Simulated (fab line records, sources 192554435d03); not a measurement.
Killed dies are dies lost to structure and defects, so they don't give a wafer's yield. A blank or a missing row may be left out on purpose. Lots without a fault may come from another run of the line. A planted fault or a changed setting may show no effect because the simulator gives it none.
fab line records | flow n5_finfet
record lots=24 wafers=72 last_day=18
route steps=1938 shown SD_EPI_P@306 SDB@358 HKMG_FIN@388
lots that met no fault: from a run of the same line without faults
start_h: hours from the record's first day to the start of the lot's first wafer shown | wait_h: hours since the lot's step before | " the same as in the row above | L1.1+2: a row that stands for several wafers | - no value, or no start given | * or withheld: withheld | < > ~ a bound
route shown NAME@n: a module of which the file shows steps, and the number in the route of the first | usual: mean/standard deviation of fault-free wafers | same: alike in all rows | chamber/n: place in a boat | sites: the reading at each site | _std_site: their standard deviation | _edge_site: outer sites' mean less inner sites' | radius_mm: how far each site lies from the wafer's centre | mask NAME#n: copy n | behind: the tool/chamber that last shaped the wafer | hold: why the lot was held/for how many hours/how that ended | device: the transistor (n, p or np) that didn't switch | end of line: the same wafers' tests at the end of the route | a step without rows: its recipe alone | killed: dies lost to structure and defects at the first sort, not the wafer's yield | map: a wafer's dies, x killed, . not, _ none there
set.NAME: the setting as run; set.NAME@STEP: as run at that earlier step | model.NAME: the simulator's own value behind a step, which no gauge read
steps of the route over a sample of lots; a table a step, a row a wafer
services: from which hour (start_h, from the record's first day; less than 0 if before it) a tool's chamber was out of use, for how many hours, and why
## steps
# step N5_SD_EPI_P_DESCUM_14
# recipe chemistry=O2 time_s=7.9 source_power_w=50 bias_power_w=20 pressure_mtorr=20 rf_frequency_hz=2.712e+07 temp_c=40 resist=CAR-ArF-block o2_flow_sccm=225
# usual drypump_motor_current_A=5.6/0.45 oes_product_au=0.75/0.058 rf_vpp_V=243.1/1.2 showerhead_plenum_p_Torr=2.10/0.057 throttle_valve_pct=20.55/0.14
# columns lot.wafer tool chamber start_h wait_h drypump_motor_current_A oes_product_au rf_hours_counter_h rf_vpp_V showerhead_plenum_p_Torr throttle_valve_pct
L074.2 rie_diel-03 0 54.50 0.0 5.5 0.94 17 243.9 2.06 20.40
L074.3 " 3 " " 5.6 0.79 121 243.9 2.20 20.75
L074.5 " 1 " " 5.1 0.81 - 243.0 2.13 20.59
L075.1 rie_diel-04 1 59.30 0.0 5.5 0.83 83 244.7 2.12 20.72
L075.5 " 0 " " 6.1 0.75 - 243.0 2.09 20.44
L075.6 " 1 " " 5.6 0.82 - 244.6 2.12 20.71
L076.1 rie_diel-05 0 66.43 0.2 5.8 0.76 155 243.9 2.21 20.65
L076.3 " 3 " " 5.8 0.77 127 243.1 2.10 20.46
L076.5 " 0 " " 5.8 0.76 - 245.0 2.21 20.68
L077.2 rie_diel-05 0 71.11 0.0 5.8 0.75 156 243.8 2.20 20.67
L077.5 " 0 " " 5.8 0.75 - 245.9 2.21 20.66
L077.6 " 1 " " 5.5 0.74 - 242.6 2.10 20.51
L078.3 rie_diel-03 0 76.88 0.1 5.5 0.92 24 243.5 2.06 20.41
L078.5 " 0 " " 5.5 0.91 - 242.5 2.06 20.39
L078.6 " 3 " " 5.6 0.78 - 244.5 2.20 20.75
L079.2 rie_diel-04 3 83.33 0.0 5.0 0.72 215 242.5 2.08 20.66
L079.5 " 3 " " 5.0 0.71 - 242.9 2.08 20.69
L079.6 " 0 " " 6.2 0.76 - 243.3 2.09 20.46
L080.2 rie_diel-04 1 93.93 0.0 5.5 0.80 93 242.3 2.11 20.75
L080.3 " 0 " " 6.1 0.74 169 242.7 2.09 20.48
L080.6 " 1 " " 5.5 0.81 - 243.9 2.12 20.74
L081.1 rie_diel-03 0 96.28 0.0 5.4 0.91 30 240.6 2.05 20.41
L081.4 " 3 " " 5.6 0.78 134 247.0 2.19 20.77
L081.6 " 0 " " 5.5 0.91 - 241.2 2.05 20.41
L082.1 rie_diel-03 2 102.22 0.0 5.1 0.69 223 244.3 2.15 20.29
L082.2 " 1 " " 5.1 0.80 127 244.2 2.12 20.61
L082.5 " 0 " " 5.5 0.91 - 243.4 2.05 20.41
L083.2 rie_diel-04 1 110.22 0.1 5.5 0.79 98 244.0 2.11 20.73
L083.5 " 0 " " 6.2 0.74 - 244.1 2.09 20.47
L083.6 " 1 " " 5.5 0.80 - 243.5 2.11 20.73
L084.1 rie_diel-05 3 118.88 0.0 5.8 0.76 143 242.1 2.09 20.48
L084.5 " 0 " " 5.8 0.74 - 245.5 2.20 20.68
L084.6 " 3 " " 5.8 0.76 - 242.8 2.09 20.50
L085.2 rie_diel-03 0 122.53 1.2 5.5 0.90 38 242.8 2.05 20.42
L085.3 " 2 " " 5.1 0.69 229 243.4 2.15 20.31
L085.5 " 3 " " 5.6 0.78 - 244.7 2.19 20.78
L086.1 rie_diel-03 1 129.67 0.1 5.1 0.78 137 243.3 2.12 20.63
L086.5 " 1 " " 5.1 0.77 - 243.6 2.12 20.63
L086.6 " 0 " " 5.5 0.89 - 241.6 2.05 20.42
L087.2 rie_diel-04 1 139.64 0.5 5.6 0.80 102 244.0 2.11 20.75
L087.3 " 3 " " 5.0 0.70 227 242.6 2.08 20.68
L087.5 " 0 " " 6.1 0.74 - 241.9 2.09 20.48
L088.1 rie_diel-04 3 141.08 0.0 4.9 0.69 227 242.1 2.08 20.68
L088.3 " 1 " " 5.6 0.80 102 243.0 2.11 20.73
L088.5 " 3 " " 5.0 0.70 - 241.9 2.08 20.67
L089.1 rie_diel-05 0 146.72 0.0 5.8 0.74 181 243.2 2.20 20.70
L089.2 " 1 " " 5.6 0.73 181 243.3 2.09 20.57
L089.5 " 3 " " 5.9 0.75 - 243.3 2.09 20.49
L090.1 rie_diel-04 0 154.57 0.0 6.1 0.74 180 242.6 2.09 20.49
L090.3 " 2 " " 6.5 0.70 228 241.6 1.98 20.41
L090.4 " 3 " " 5.0 0.70 230 242.7 2.08 20.70
L091.1 rie_diel-04 0 159.41 0.1 6.1 0.73 181 244.6 2.09 20.46
L091.2 " 2 " " 6.5 0.70 229 241.8 1.98 20.41
L091.5 " 2 " " 6.5 0.69 - 241.9 1.98 20.40
L092.1 rie_diel-05 1 168.27 0.0 5.6 0.72 187 242.9 2.09 20.56
L092.2 " 3 " " 5.8 0.75 160 241.9 2.09 20.52
L092.3 " 0 " " 5.8 0.73 187 242.5 2.19 20.70
L093.1 rie_diel-04 1 172.41 0.1 5.5 0.79 110 242.6 2.11 20.76
L093.4 " 0 " " 6.1 0.74 184 243.5 2.09 20.49
L093.5 " 2 " " 6.6 0.69 - 240.3 1.98 20.41
L094.2 rie_diel-05 2 176.41 0.0 5.2 0.73 176 242.2 2.10 20.42
L094.4 " 3 " " 5.8 0.75 162 242.6 2.09 20.50
L094.5 " 2 " " 5.2 0.72 - 241.9 2.10 20.42
L095.2 rie_diel-05 1 182.53 0.0 5.6 0.71 191 243.2 2.08 20.57
L095.3 " 3 " " 5.8 0.74 164 243.3 2.09 20.51
L095.4 " 0 " " 5.8 0.73 190 245.3 2.19 20.73
L096.2 rie_diel-04 2 187.78 0.0 6.5 0.68 235 241.3 1.98 20.41
L096.3 " 1 " " 5.5 0.78 114 242.9 2.11 20.75
L096.6 " 2 " " 6.5 0.68 - 241.7 1.98 20.41
L097.1 rie_diel-05 1 193.95 0.0 5.6 0.71 193 242.8 2.08 20.56
L097.5 " 0 " " 5.8 0.72 - 244.1 2.19 20.72
L097.6 " 1 " " 5.6 0.71 - 242.6 2.08 20.57
# step N5_SDB_INSPECT_13
# recipe mode=adi inspect_instrument=brightfield
# usual raw_defect_count=67/28
# columns lot.wafer tool chamber start_h wait_h raw_defect_count
L074.2 defect_inspect-01 - 65.99 0.0 34
L074.3 " - " " 36
L074.5 " - " " 70
L075.1 defect_inspect-02 - 71.90 0.0 76
L075.5 " - " " 82
L075.6 " - " " 109
L076.1 defect_inspect-02 - 78.77 0.0 41
L076.3 " - " " 37
L076.5 " - " " 43
L077.2 defect_inspect-02 - 83.26 0.0 75
L077.5 " - " " 78
L077.6 " - " " 72
L078.3 defect_inspect-02 - 88.57 0.0 88
L078.5 " - " " 46
L078.6 " - " " 32
L079.2 defect_inspect-01 - 94.67 0.0 99
L079.5 " - " " 73
L079.6 " - " " 104
L080.2 defect_inspect-01 - 105.37 0.0 63
L080.3 " - " " 86
L080.6 " - " " 52
L081.1 defect_inspect-01 - 108.56 0.0 103
L081.4 " - " " 49
L081.6 " - " " 71
L082.1 defect_inspect-02 - 113.41 0.0 64
L082.2 " - " " 57
L082.5 " - " " 57
L083.2 defect_inspect-01 - 121.41 0.0 34
L083.5 " - " " 82
L083.6 " - " " 57
L084.1 defect_inspect-01 - 130.71 0.0 39
L084.5 " - " " 45
L084.6 " - " " 36
L085.2 defect_inspect-01 - 133.97 0.0 46
L085.3 " - " " 88
L085.5 " - " " 87
L086.1 defect_inspect-01 - 141.46 0.0 78
L086.5 " - " " 69
L086.6 " - " " 62
L087.2 defect_inspect-02 - 151.32 0.0 82
L087.3 " - " " 86
L087.5 " - " " 50
L088.1 defect_inspect-02 - 152.23 0.0 83
L088.3 " - " " 59
L088.5 " - " " 96
L089.1 defect_inspect-02 - 158.53 0.0 232
L089.2 " - " " 63
L089.5 " - " " 132
L090.1 defect_inspect-01 - 167.86 0.0 68
L090.3 " - " " 39
L090.4 " - " " 82
L091.1 defect_inspect-02 - 170.73 0.0 87
L091.2 " - " " 53
L091.5 " - " " 63
L092.1 defect_inspect-02 - 180.37 0.0 103
L092.2 " - " " 59
L092.3 " - " " 55
L093.1 defect_inspect-01 - 183.65 0.0 101
L093.4 " - " " 67
L093.5 " - " " 64
L094.2 defect_inspect-01 - 187.77 0.0 50
L094.4 " - " " 58
L094.5 " - " " 38
L095.2 defect_inspect-01 - 194.99 0.0 28
L095.3 " - " " 29
L095.4 " - " " 57
L096.2 defect_inspect-01 - 199.12 0.0 51
L096.3 " - " " 90
L096.6 " - " " 77
L097.1 defect_inspect-02 - 206.58 0.0 66
L097.5 " - " " 66
L097.6 " - " " 84
# step N5_SDB_INSPECT_36
# recipe inspect_instrument=darkfield mode=post_cmp
# usual raw_defect_count=36/15
# columns lot.wafer tool chamber start_h wait_h raw_defect_count
L074.2 defect_inspect-02 - 70.54 0.0 27
L074.3 " - " " 19
L074.5 " - " " 32
L075.1 defect_inspect-02 - 76.92 0.0 58
L075.5 " - " " 50
L075.6 " - " " 34
L076.1 defect_inspect-02 - 83.10 0.0 51
L076.3 " - " " 43
L076.5 " - " " 35
L077.2 defect_inspect-02 - 87.18 0.0 31
L077.5 " - " " 33
L077.6 " - " " 22
L078.3 defect_inspect-02 - 93.67 0.0 33
L078.5 " - " " 36
L078.6 " - " " 37
L079.2 defect_inspect-01 - 99.00 0.0 27
L079.5 " - " " 43
L079.6 " - " " 33
L080.2 defect_inspect-01 - 111.39 0.0 30
L080.3 " - " " 28
L080.6 " - " " 44
L081.1 defect_inspect-02 - 113.46 0.0 24
L081.4 " - " " 16
L081.6 " - " " 51
L082.1 defect_inspect-01 - 119.03 0.0 21
L082.2 " - " " 27
L082.5 " - " " 14
L083.2 defect_inspect-01 - 127.89 0.0 60
L083.5 " - " " 38
L083.6 " - " " 48
L084.1 defect_inspect-01 - 134.66 0.1 69
L084.5 " - " " 35
L084.6 " - " " 63
L085.2 defect_inspect-01 - 137.94 0.0 13
L085.3 " - " " 19
L085.5 " - " " 19
L086.1 defect_inspect-02 - 145.35 0.0 34
L086.5 " - " " 70
L086.6 " - " " 32
L087.2 defect_inspect-01 - 155.38 0.0 29
L087.3 " - " " 13
L087.5 " - " " 33
L088.1 defect_inspect-01 - 157.36 0.0 55
L088.3 " - " " 28
L088.5 " - " " 63
L089.1 defect_inspect-02 - 162.42 0.0 33
L089.2 " - " " 16
L089.5 " - " " 18
L090.1 defect_inspect-01 - 173.51 0.0 51
L090.3 " - " " 52
L090.4 " - " " 35
L091.1 defect_inspect-02 - 174.61 0.0 22
L091.2 " - " " 30
L091.5 " - " " 20
L092.1 defect_inspect-01 - 185.18 0.0 51
L092.2 " - " " 51
L092.3 " - " " 63
L093.1 defect_inspect-01 - 189.01 0.0 29
L093.4 " - " " 61
L093.5 " - " " 22
L094.2 defect_inspect-02 - 193.12 0.0 29
L094.4 " - " " 54
L094.5 " - " " 38
L095.2 defect_inspect-01 - 198.93 0.0 42
L095.3 " - " " 33
L095.4 " - " " 66
L096.2 defect_inspect-01 - 203.14 0.0 36
L096.3 " - " " 46
L096.6 " - " " 34
L097.1 defect_inspect-02 - 211.01 0.0 26
L097.5 " - " " 27
L097.6 " - " " 38
# step N5_HKMG_FIN_ALD_74
# recipe material=La2O3 target_thk_a=5 temp_c=250 ald_precursor_family=La-Cp ald_co_reactant=O3 pulse_time_s=6 co_reactant_pulse_time_s=1 purge_time_s=3 co_reactant_purge_time_s=3
# usual heater_power_w=343/28 precursor_pulse_height_rel=1.000/0.021
# columns lot.wafer tool chamber start_h wait_h heater_power_w precursor_pulse_height_rel
L074.2 ald_hk-02 3 71.54 0.2 356 0.997
L074.3 " 1 " " 336 0.977
L074.5 " 3 " " 355 0.990
L075.1 ald_hk-01 2 77.91 0.2 302 0.983
L075.5 " 2 " " 300 0.977
L075.6 " 1 " " 330 1.010
L076.1 ald_hk-01 3 84.08 0.2 392 1.052
L076.3 " 1 " " 336 1.037
L076.5 " 3 " " 390 0.996
L077.2 ald_hk-03 0 88.31 0.2 310 0.995
L077.5 " 1 " " 309 0.995
L077.6 " 2 " " 375 1.033
L078.3 ald_hk-02 3 94.71 0.1 358 0.981
L078.5 " 0 " " 349 0.986
L078.6 " 1 " " 332 0.983
L079.2 ald_hk-03 0 99.99 0.2 310 0.991
L079.5 " 1 " " 309 1.033
L079.6 " 2 " " 378 0.988
L080.2 ald_hk-02 3 112.38 0.2 365 0.980
L080.3 " 1 " " 338 1.012
L080.6 " 1 " " 336 1.018
L081.1 ald_hk-02 1 114.51 0.2 343 0.989
L081.4 " 2 " " 326 0.992
L081.6 " 1 " " 340 1.001
L082.1 ald_hk-01 1 120.28 0.2 335 0.989
L082.2 " 0 " " 361 1.023
L082.5 " 3 " " 393 0.979
L083.2 ald_hk-01 0 129.08 0.3 354 0.958
L083.5 " 1 " " 329 1.019
L083.6 " 2 " " 297 0.998
L084.1 ald_hk-01 2 135.83 0.2 301 1.010
L084.5 " 0 " " 358 1.004
L084.6 " 3 " " 388 0.993
L085.2 ald_hk-01 1 139.11 0.2 346 0.973
L085.3 " 0 " " 363 1.006
L085.5 " 3 " " 392 0.986
L086.1 ald_hk-03 0 146.34 0.2 303 1.025
L086.5 " 0 " " 315 0.975
L086.6 " 1 " " 307 0.985
L087.2 ald_hk-01 2 156.50 0.2 311 1.016
L087.3 " 0 " " 362 1.033
L087.5 " 2 " " 309 0.980
L088.1 ald_hk-03 1 158.47 0.2 313 1.000
L088.3 " 3 " " 352 0.996
L088.5 " 0 " " 304 0.951
L089.1 ald_hk-02 3 163.45 0.2 356 0.984
L089.2 " 1 " " 336 1.012
L089.5 " 0 " " 362 1.004
L090.1 ald_hk-03 1 174.50 0.2 308 1.015
L090.3 " 3 " " 344 0.951
L090.4 " 2 " " 376 1.007
L091.1 ald_hk-02 0 175.73 0.2 361 1.071
L091.2 " 3 " " 360 1.007
L091.5 " 1 " " 339 1.005
L092.1 ald_hk-02 1 186.17 0.2 335 0.973
L092.2 " 0 " " 348 1.008
L092.3 " 2 " " 322 0.976
L093.1 ald_hk-01 1 190.00 0.2 334 0.992
L093.4 " 3 " " 404 1.021
L093.5 " 1 " " 332 1.011
L094.2 ald_hk-01 3 194.10 0.2 399 1.000
L094.4 " 2 " " 306 1.001
L094.5 " 3 " " 393 1.009
L095.2 ald_hk-03 0 199.96 0.2 317 1.006
L095.3 " 1 " " 313 1.005
L095.4 " 2 " " 366 0.994
L096.2 ald_hk-02 2 204.31 0.3 316 0.947
L096.3 " 1 " " 341 1.020
L096.6 " 3 " " 360 0.993
L097.1 ald_hk-03 2 212.20 0.2 373 0.989
L097.5 " 3 " " 355 0.974
L097.6 " 0 " " 310 1.007
# step N5_HKMG_FIN_OVL_MEAS_50
# recipe points_per_wafer=44
# usual NDIPOLE_OVL=-0.4/0.8
# columns lot.wafer tool chamber start_h wait_h NDIPOLE_OVL[nm]
L074.2 overlay-02 0 72.11 0.0 0.1
L074.3 " 0 " " -0.9
L074.5 " 0 " " -0.2
L075.1 overlay-02 0 78.63 0.0 0.0
L075.5 " 0 " " 0.6
L075.6 " 0 " " 0.4
L076.1 overlay-02 0 84.66 0.0 -1.1
L076.3 " 0 " " 0.2
L076.5 " 0 " " -0.7
L077.2 overlay-02 0 88.88 0.0 -0.4
L077.5 " 0 " " -0.4
L077.6 " 0 " " -0.6
L078.3 overlay-01 0 95.28 0.0 0.8
L078.5 " 0 " " 0.3
L078.6 " 0 " " 2.0
L079.2 overlay-01 0 100.44 0.0 -1.2
L079.5 " 0 " " -1.5
L079.6 " 0 " " -1.2
L080.2 overlay-01 0 112.83 0.0 -0.7
L080.3 " 0 " " 0.4
L080.6 " 0 " " 0.3
L081.1 overlay-01 0 115.08 0.0 -0.2
L081.4 " 0 " " -0.8
L081.6 " 0 " " -0.4
L082.1 overlay-01 0 120.73 0.0 -1.8
L082.2 " 0 " " -1.4
L082.5 " 0 " " -2.2
L083.2 overlay-01 0 129.66 0.0 0.0
L083.5 " 0 " " -1.6
L083.6 " 0 " " -0.1
L084.1 overlay-01 0 136.41 0.0 -1.3
L084.5 " 0 " " -1.2
L084.6 " 0 " " -0.3
L085.2 overlay-02 0 139.68 0.0 -0.7
L085.3 " 0 " " 0.2
L085.5 " 0 " " -0.4
L086.1 overlay-01 0 146.91 0.0 0.0
L086.5 " 0 " " -0.5
L086.6 " 0 " " 0.8
L087.2 overlay-02 0 157.07 0.0 -0.6
L087.3 " 0 " " -1.5
L087.5 " 0 " " -0.7
L088.1 overlay-01 0 159.04 0.0 -0.4
L088.3 " 0 " " -1.0
L088.5 " 0 " " -0.6
L089.1 overlay-01 0 164.02 0.0 0.1
L089.2 " 0 " " 0.0
L089.5 " 0 " " 0.2
L090.1 overlay-02 0 174.94 0.0 -1.0
L090.3 " 0 " " -1.2
L090.4 " 0 " " -0.7
L091.1 overlay-02 0 176.18 0.0 -0.2
L091.2 " 0 " " 0.3
L091.5 " 0 " " -0.3
L092.1 overlay-01 0 186.62 0.0 -0.1
L092.2 " 0 " " -0.8
L092.3 " 0 " " 0.3
L093.1 overlay-02 0 190.59 0.0 -0.1
L093.4 " 0 " " -1.6
L093.5 " 0 " " -1.1
L094.2 overlay-01 0 194.68 0.0 -0.5
L094.4 " 0 " " -1.4
L094.5 " 0 " " -0.6
L095.2 overlay-02 0 200.53 0.0 -0.9
L095.3 " 0 " " -0.6
L095.4 " 0 " " 0.4
L096.2 overlay-01 0 205.03 0.0 -0.7
L096.3 " 0 " " 1.6
L096.6 " 0 " " 0.4
L097.1 overlay-02 0 212.65 0.0 -0.5
L097.5 " 0 " " 0.2
L097.6 " 0 " " 0.4
# step N5_HKMG_FIN_ETCH_58
# recipe chemistry=N2/H2 target=SOC target_depth_a=2158 ion_energy_ev=50 bias_w=13 time_s=741 pressure_mtorr=30 source_w=875 n2_flow_sccm=200 h2_flow_sccm=200
# usual drypump_motor_current_A=5.7/0.54 oes_product_au=0.79/0.11 rf_vpp_V=98.9/0.97 showerhead_plenum_p_Torr=2.52/0.086 throttle_valve_pct=17.79/0.22
# columns lot.wafer tool chamber start_h wait_h drypump_motor_current_A oes_product_au rf_hours_counter_h rf_vpp_V showerhead_plenum_p_Torr throttle_valve_pct
L074.2 rie_diel-01 2 72.47 0.0 5.1 0.72 210 99.4 2.51 17.76
L074.3 " 0 " " 6.0 0.82 76 97.7 2.56 17.64
L074.5 " 3 " " 6.1 0.69 - 98.4 2.51 18.06
L075.1 rie_diel-02 2 78.99 0.0 5.4 0.69 238 99.2 2.41 18.07
L075.5 " 0 " " 5.6 0.75 - 97.5 2.43 17.94
L075.6 " 1 " " 5.3 0.67 - 99.0 2.40 17.77
L076.1 rie_diel-06 0 85.02 0.0 5.5 0.70 228 98.0 2.41 18.12
L076.3 " 2 " " 5.5 0.91 23 99.2 2.60 17.90
L076.5 " 1 " " 4.9 0.84 - 99.1 2.57 17.47
L077.2 rie_diel-01 1 90.24 0.0 6.7 0.71 226 97.9 2.51 18.17
L077.5 " 1 " " 6.7 0.71 - 98.3 2.51 18.17
L077.6 " 2 " " 5.1 0.71 - 97.9 2.51 17.78
L078.3 rie_diel-02 2 95.67 0.0 5.4 0.68 244 97.8 2.41 18.08
L078.5 " 3 " " 6.5 0.70 - 98.6 2.44 17.80
L078.6 " 2 " " 5.4 0.68 - 99.2 2.41 18.09
L079.2 rie_diel-01 2 101.41 0.0 5.1 0.70 221 99.4 2.51 17.78
L079.5 " 1 " " 6.7 0.70 - 99.5 2.50 18.20
L079.6 " 0 " " 6.0 0.80 - 99.5 2.56 17.66
L080.2 rie_diel-06 0 113.94 0.0 5.5 0.69 240 99.1 2.41 18.17
L080.3 " 2 " " 5.5 0.88 35 98.2 2.59 17.91
L080.6 " 3 " " 5.3 0.69 - 98.6 2.50 17.73
L081.1 rie_diel-06 2 116.39 0.0 5.5 0.90 37 99.5 2.59 17.92
L081.4 " 0 " " 5.5 0.70 - 98.4 2.41 18.17
L081.6 " 2 " " 5.5 0.89 - 98.0 2.59 17.94
L082.1 rie_diel-01 2 122.03 0.0 5.1 0.69 231 98.5 2.50 17.80
L082.2 " 0 " " 6.0 0.79 97 99.9 2.56 17.65
L082.5 " 0 " " 6.0 0.79 - 99.9 2.56 17.67
L083.2 rie_diel-01 2 130.02 0.0 5.2 0.70 235 99.2 2.50 17.82
L083.5 " 1 " " 6.7 0.69 - 98.2 2.50 18.22
L083.6 " 2 " " 5.1 0.70 - 98.7 2.50 17.82
L084.1 rie_diel-01 0 136.77 0.0 6.0 0.78 105 98.0 2.55 17.69
L084.5 " 2 " " 5.1 0.70 - 99.1 2.50 17.80
L084.6 " 1 " " 6.7 0.69 - 99.2 2.50 18.22
L085.2 rie_diel-02 1 140.04 0.0 5.4 0.67 219 97.6 2.39 17.76
L085.3 " 0 " " 5.6 0.74 170 97.2 2.43 17.92
L085.5 " 1 " " 5.4 0.67 - 98.9 2.39 17.77
L086.1 rie_diel-06 1 147.27 0.0 4.9 0.80 112 99.1 2.55 17.50
L086.5 " 3 " " 5.3 0.97 - 100.5 2.50 17.36
L086.6 " 2 " " 5.5 0.86 - 100.1 2.59 17.95
L087.2 rie_diel-01 3 157.43 0.0 6.0 0.95 9 100.4 2.50 17.66
L087.3 " 0 " " 6.0 0.76 116 99.5 2.55 17.71
L087.5 " 3 " " 6.1 0.95 - 97.5 2.50 17.66
L088.1 rie_diel-02 0 159.45 0.0 5.6 0.73 181 99.4 2.43 17.96
L088.3 " 2 " " 5.5 0.99 1 100.3 2.72 17.65
L088.5 " 2 " " 5.4 1.00 - 100.0 2.72 17.65
L089.1 rie_diel-01 1 164.38 0.0 6.7 1.00 1 98.2 2.50 17.77
L089.2 " 3 " " 6.1 0.95 12 99.8 2.50 17.67
L089.5 " 0 " " 6.0 0.77 - 98.3 2.55 17.70
L090.1 rie_diel-01 1 175.30 0.0 6.7 0.96 6 98.2 2.49 17.79
L090.3 " 3 " " 6.1 0.93 16 99.5 2.50 17.68
L090.4 " 0 " " 6.0 0.76 - 100.8 2.54 17.73
L091.1 rie_diel-06 3 176.54 0.0 5.3 0.94 15 98.9 2.50 17.39
L091.2 " 2 " " 5.5 0.85 59 99.3 2.58 17.99
L091.5 " 1 " " 4.9 0.80 - 99.6 2.55 17.52
L092.1 rie_diel-06 3 187.12 0.0 5.3 0.93 19 97.9 2.49 17.41
L092.2 " 1 " " 4.9 0.79 125 98.1 2.55 17.55
L092.3 " 0 " " 5.6 0.95 7 100.5 2.72 17.69
L093.1 rie_diel-06 1 190.97 0.0 4.9 0.79 127 100.2 2.55 17.55
L093.4 " 3 " " 5.3 0.92 20 99.5 2.49 17.39
L093.5 " 3 " " 5.3 0.93 - 97.8 2.49 17.39
L094.2 rie_diel-06 2 195.06 0.0 5.5 0.84 66 99.2 2.58 17.97
L094.4 " 1 " " 4.9 0.79 128 98.9 2.55 17.56
L094.5 " 0 " " 5.6 0.97 - 100.6 2.72 17.72
L095.2 rie_diel-02 1 200.89 0.0 5.4 0.65 244 98.7 2.38 17.82
L095.3 " 0 " " 5.6 0.72 193 99.1 2.42 17.97
L095.4 " 2 " " 5.4 0.93 14 99.9 2.72 17.67
L096.2 rie_diel-02 0 205.39 0.0 5.6 0.73 195 96.6 2.42 17.97
L096.3 " 2 " " 5.4 0.94 16 101.4 2.72 17.68
L096.6 " 2 " " 5.4 0.94 - 101.5 2.72 17.68
L097.1 rie_diel-06 1 213.01 0.0 5.0 0.79 133 99.9 2.55 17.56
L097.5 " 0 " " 5.6 0.94 - 101.1 2.72 17.71
L097.6 " 3 " " 5.3 0.91 - 99.0 2.49 17.40
## services
# columns tool chamber start_h hours kind
rie_diel-04 2 34.66 7.4 repair
rie_diel-03 2 63.50 4.4 repair
rie_diel-05 3 63.51 2.7 repair
ald_hk-02 - 77.07 8.7 pm
rie_diel-03 - 78.65 2.5 repair
rie_diel-02 - 96.68 28.1 pm
rie_diel-01 - 105.62 2.8 pm
ald_hk-03 - 107.43 2.8 pm
rie_diel-06 3 116.09 - clean
rie_diel-06 3 116.09 - consumable_replace:focus_ring
rie_diel-06 3 116.09 18.1 scheduled_down
rie_diel-06 3 116.09 18.1 vent_cycle
rie_diel-01 3 118.77 - clean
rie_diel-01 3 118.77 - consumable_replace:focus_ring
rie_diel-01 3 118.77 22.9 scheduled_down
rie_diel-01 3 118.77 22.9 vent_cycle
rie_diel-04 - 118.88 14.6 pm
rie_diel-02 3 126.12 3.5 repair
ald_hk-03 - 135.77 2.2 repair
rie_diel-02 3 143.67 19.0 repair
rie_diel-04 3 164.80 1.4 repair
rie_diel-03 1 194.09 2.4 repair
rie_diel-02 1 209.60 1.2 repair
rie_diel-06 2 212.80 6.6 repair
## key
fault none
